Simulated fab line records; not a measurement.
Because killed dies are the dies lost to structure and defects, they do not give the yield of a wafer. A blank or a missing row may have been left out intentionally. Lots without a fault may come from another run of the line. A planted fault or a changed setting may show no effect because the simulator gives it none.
Which tool did it? :: flow nandHarc :: 20 wafers from 7 lots sampled at 2 of the route's 1159 steps

## WHAT THE GAUGES SHOWED, per wafer
NHARC_A_ONON_D1_THK_MEAS_14: measures by ellipsometry.
lot: L877
measured: day 8 02:28
on: filmMetro-02
thkNm (nm): 1000 1001 1002

lot: L882
measured: day 9 07:16
on: filmMetro-01
thkNm (nm): 1010 1011 1010

lot: L884
measured: day 9 14:36
on: filmMetro-01
thkNm (nm): 997 999 1000

lot: L886
measured: day 10 00:03
on: filmMetro-02
thkNm (nm): 996 996 997

lot: L892
measured: day 11 23:22
on: filmMetro-01
thkNm (nm): 525 1008

lot: L897
measured: day 12 23:21
on: filmMetro-02
thkNm (nm): 998 1001 1000

lot: L899
measured: day 13 10:19
on: filmMetro-02
thkNm (nm): 1000 998 1000

## TOOL THAT RAN EACH LOT (tool first, then ch and the chambers of the sampled wafers, then the start)
lot: L877
NHARC_A_ONON_D1_DEP_12: pecvdOnon-02 ch 0, day 8 01:56

lot: L882
NHARC_A_ONON_D1_DEP_12: pecvdOnon-03 ch 0, day 9 06:49

lot: L884
NHARC_A_ONON_D1_DEP_12: pecvdOnon-02 ch 0, day 9 14:05

lot: L886
NHARC_A_ONON_D1_DEP_12: pecvdOnon-02 ch 0, day 9 23:40

lot: L892
NHARC_A_ONON_D1_DEP_12: pecvdOnon-02 ch 0, day 11 22:49

lot: L897
NHARC_A_ONON_D1_DEP_12: pecvdOnon-04 ch 0, day 12 22:53

lot: L899
NHARC_A_ONON_D1_DEP_12: pecvdOnon-04 ch 0, day 13 09:59
- NHARC_A_ONON_D1_DEP_12: target thk 1000 nm.

## THE ANSWER, worked out from the rows above alone
Rule: what is usual is taken from the lots themselves. The widest of any qualifying gaps counts: lots, ordered by their means at a reading, are off when they make up no more than a third of the lots, leave a main group of 4 or more, and stand apart from it by 3 or more times the standard deviation of that group's means. The tables above print the reading to a certain number of digits; a main group whose means all agree to those digits is not used. A lot without any number at a reading at which 4 lots or more have one is off too. Where the step has rows for the other lots, those lots are counted as sound.
Off at NHARC_A_ONON_D1_THK_MEAS_14 (thkNm): L892. Main group: mean 1001 nm, sd 4.4.
A tool fits if, at a process step before that reading, it ran every lot that is off, and no sound lot after the first of them. Those tools and the gauges at NHARC_A_ONON_D1_THK_MEAS_14 are tried in the same way. 2 tools fit, pecvdOnon-02 at NHARC_A_ONON_D1_DEP_12 and filmMetro-01 at NHARC_A_ONON_D1_THK_MEAS_14, so this cannot tell which one it is.

## WHAT THE SIMULATOR HAD INSERTED
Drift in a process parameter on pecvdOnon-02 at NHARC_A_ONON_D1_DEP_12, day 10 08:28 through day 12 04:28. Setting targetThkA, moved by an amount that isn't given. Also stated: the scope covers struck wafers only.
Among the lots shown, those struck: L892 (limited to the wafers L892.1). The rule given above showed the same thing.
